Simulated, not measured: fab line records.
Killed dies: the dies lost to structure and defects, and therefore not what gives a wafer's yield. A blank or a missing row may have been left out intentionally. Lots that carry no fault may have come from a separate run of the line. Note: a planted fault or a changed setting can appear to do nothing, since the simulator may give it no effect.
Matching of chambers :: flow n5_finfet :: N5_BEOL_M6_STRIP_67 on rie_diel-05: 4 sister chambers
The step strips in CF4. 8 wafers are shown with their chamber, then 12 later ones without.

== WAFERS PAIRED WITH THEIR CHAMBERS ==
wafer: L083.5
chamber: 3
drypump_motor_current_A (A): 5.7
showerhead_plenum_p_Torr (Torr): 1.773

wafer: L083.6
chamber: 0
drypump_motor_current_A (A): 5.1
showerhead_plenum_p_Torr (Torr): 1.763

wafer: L087.1
chamber: 2
drypump_motor_current_A (A): 5.1
showerhead_plenum_p_Torr (Torr): 1.710

wafer: L087.2
chamber: 3
drypump_motor_current_A (A): 5.7
showerhead_plenum_p_Torr (Torr): 1.772

wafer: L087.3
chamber: 0
drypump_motor_current_A (A): 5.1
showerhead_plenum_p_Torr (Torr): 1.762

wafer: L087.4
chamber: 1
drypump_motor_current_A (A): 6.0
showerhead_plenum_p_Torr (Torr): 1.759

wafer: L087.5
chamber: 2
drypump_motor_current_A (A): 5.2
showerhead_plenum_p_Torr (Torr): 1.710

wafer: L087.6
chamber: 1
drypump_motor_current_A (A): 6.0
showerhead_plenum_p_Torr (Torr): 1.759

== WAFERS WITHOUT THEIR CHAMBER ==
wafer: L092.3
drypump_motor_current_A (A): 5.1
showerhead_plenum_p_Torr (Torr): 1.707

wafer: L092.4
drypump_motor_current_A (A): 5.2
showerhead_plenum_p_Torr (Torr): 1.707

wafer: L092.6
drypump_motor_current_A (A): 5.1
showerhead_plenum_p_Torr (Torr): 1.759

wafer: L094.1
drypump_motor_current_A (A): 6.0
showerhead_plenum_p_Torr (Torr): 1.755

wafer: L094.5
drypump_motor_current_A (A): 5.1
showerhead_plenum_p_Torr (Torr): 1.706

wafer: L094.6
drypump_motor_current_A (A): 5.1
showerhead_plenum_p_Torr (Torr): 1.757

wafer: L097.1
drypump_motor_current_A (A): 5.2
showerhead_plenum_p_Torr (Torr): 1.703

wafer: L097.2
drypump_motor_current_A (A): 6.0
showerhead_plenum_p_Torr (Torr): 1.752

wafer: L097.3
drypump_motor_current_A (A): 5.7
showerhead_plenum_p_Torr (Torr): 1.771

wafer: L097.4
drypump_motor_current_A (A): 5.1
showerhead_plenum_p_Torr (Torr): 1.756

wafer: L097.5
drypump_motor_current_A (A): 5.1
showerhead_plenum_p_Torr (Torr): 1.755

wafer: L097.6
drypump_motor_current_A (A): 5.7
showerhead_plenum_p_Torr (Torr): 1.771

== EACH ONE'S CHAMBER ==
wafer: L092.3
from the rows above: 2
in truth: 2

wafer: L092.4
from the rows above: 2
in truth: 2

wafer: L092.6
from the rows above: 0
in truth: 0

wafer: L094.1
from the rows above: 1
in truth: 1

wafer: L094.5
from the rows above: 2
in truth: 2

wafer: L094.6
from the rows above: 0
in truth: 0

wafer: L097.1
from the rows above: 2
in truth: 2

wafer: L097.2
from the rows above: 1
in truth: 1

wafer: L097.3
from the rows above: 3
in truth: 3

wafer: L097.4
from the rows above: 0
in truth: 0

wafer: L097.5
from the rows above: 0
in truth: 0

wafer: L097.6
from the rows above: 3
in truth: 3
Correct placement for 12 of the 12. Number that these rows cannot place: 0. Placed wrongly: 0.
How it was worked out, from the rows above alone: a wafer's distance from a chamber is the root of the sum, over the readings, of the square of ((its reading less the chamber's mean) divided by the reading's scatter). If the next closest chamber is less than 2 further off than the closest, the wafer can't be placed; otherwise it belongs to the closest. The mean given for a chamber averages the wafers shown for that chamber. How the scatter is found: for the shown wafers, subtract from each reading the mean of its chamber, square and add these, divide the total by (wafers less chambers), then take the root.
